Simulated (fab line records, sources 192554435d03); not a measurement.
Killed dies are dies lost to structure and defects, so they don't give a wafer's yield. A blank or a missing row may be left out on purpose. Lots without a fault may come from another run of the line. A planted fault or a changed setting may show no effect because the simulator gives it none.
Chamber matching | flow n5_finfet | N5_BEOL_M3_ALD_84 on ald_metal-03: 4 sister chambers
The step deposits TaN, pulse time 2 s, purge time 3 s, co reactant purge time 2 s. 14 wafers are shown with their chamber, then 7 later ones without.

WAFERS WITH THEIR CHAMBER
wafer  | chamber | heater_power_outer_w (W) | heater_power_w (W) | precursor_vessel_temp_c (C)
L074.1 | 1       | 248                      | 432                | 74.93
L074.3 | 3       | 229                      | 409                | 75.14
L074.6 | 3       | 225                      | 418                | 75.13
L084.1 | 3       | 225                      | 405                | 75.15
L084.2 | 0       | 259                      | 451                | 75.04
L084.3 | 1       | 245                      | 438                | 75.04
L089.2 | 1       | 241                      | 437                | 75.02
L089.5 | 2       | 264                      | 465                | 75.04
L089.6 | 1       | 246                      | 421                | 75.07
L090.1 | 2       | 269                      | 460                | 74.98
L090.3 | 0       | 260                      | 446                | 75.06
L090.4 | 1       | 246                      | 437                | 75.15
L092.1 | 1       | 238                      | 429                | 75.06
L092.2 | 2       | 271                      | 473                | 74.95

SIGNATURES (means of the wafers above)
reading                 | chamber 0 | chamber 1 | chamber 2 | chamber 3 | scatter within a chamber
heater_power_outer_w    | 259.50    | 244.00    | 268.00    | 226.33    | 3.27
heater_power_w          | 448.50    | 432.33    | 466.00    | 410.67    | 6.34
precursor_vessel_temp_c | 75.0500   | 75.0450   | 74.9900   | 75.1400   | 0.0551
Rule: a wafer's distance from a chamber is the root of the sum, over the readings, of the square of ((its reading less the chamber's mean) divided by the reading's scatter). The wafer belongs to the nearest chamber; if the next one is less than 2 further off, it can't be placed. The scatter: the root of (the sum of the squares of (reading less its chamber's mean) over the shown wafers, divided by (wafers less chambers)).

WAFERS WITHOUT THEIR CHAMBER
wafer  | heater_power_outer_w (W) | heater_power_w (W) | precursor_vessel_temp_c (C)
L092.4 | 264                      | 439                | 75.04
L095.1 | 264                      | 454                | 75.09
L095.2 | 269                      | 461                | 75.21
L095.6 | 249                      | 429                | 74.81
L096.1 | 259                      | 449                | 74.87
L096.2 | 264                      | 465                | 74.82
L096.5 | 247                      | 421                | 75.01

WHICH CHAMBER EACH WENT THROUGH
wafer  | from the rows above     | in truth
L092.4 | 0                       | 0
L095.1 | can't be placed: 0 or 2 | 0
L095.2 | can't be placed: 2 or 0 | 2
L095.6 | can't be placed: 1 or 0 | 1
L096.1 | can't be placed: 0 or 2 | 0
L096.2 | can't be placed: 2 or 0 | 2
L096.5 | 1                       | 1
Placed correctly: 2 of 7. Can't be placed from these rows: 5 (the true chamber is among the candidates in 5). Placed wrongly: 0.
